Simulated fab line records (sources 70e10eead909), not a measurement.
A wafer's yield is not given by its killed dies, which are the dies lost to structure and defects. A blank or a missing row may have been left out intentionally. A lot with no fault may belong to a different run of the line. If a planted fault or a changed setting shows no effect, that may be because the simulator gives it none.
Matching of chambers | flow nand-harc | NHARC_P_BONDPAD_DEP_00 on pecvd-01: 3 sister chambers
The step deposits SiCN, target thk 250 nm. 3 wafers are shown with their chamber, then 7 later ones without.

WAFERS WITH THEIR CHAMBER
wafer  | chamber | rf-fwd-power-W (W)
L081.6 | 1       | 447.7
L089.1 | 2       | 449.0
L089.2 | 0       | 449.2

WAFERS WITH NO CHAMBER GIVEN
wafer  | rf-fwd-power-W (W)
L089.5 | 450.0
L094.3 | 449.3
L094.4 | 449.0
L094.6 | 450.2
L097.3 | 448.4
L097.4 | 450.1
L097.6 | 449.5

THE CHAMBER EACH PASSED THROUGH
wafer  | from the rows above          | in truth
L089.5 | can't be placed: 0 or 2      | 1
L094.3 | can't be placed: 0 or 2      | 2
L094.4 | can't be placed: 2 or 0      | 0
L094.6 | can't be placed: 0 or 2      | 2
L097.3 | can't be placed: 2 or 1 or 0 | 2
L097.4 | can't be placed: 0 or 2      | 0
L097.6 | can't be placed: 0 or 2      | 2
0 of 7 placed correctly. Unplaceable from these rows: 7, with the true chamber sitting among the candidates in 6. Placed wrongly: 0.
How it was worked out, from the rows above alone: a wafer's distance from a chamber is the root of the sum, over the readings, of the square of ((its reading less the chamber's mean) divided by the reading's scatter). The wafer belongs to the nearest chamber; if the next one is less than 2 further off, it can't be placed. Each chamber's mean is taken over the wafers shown for it. The scatter: root of mean squared gap, hidden wafer to nearest shown wafer, with one shown wafer a chamber.
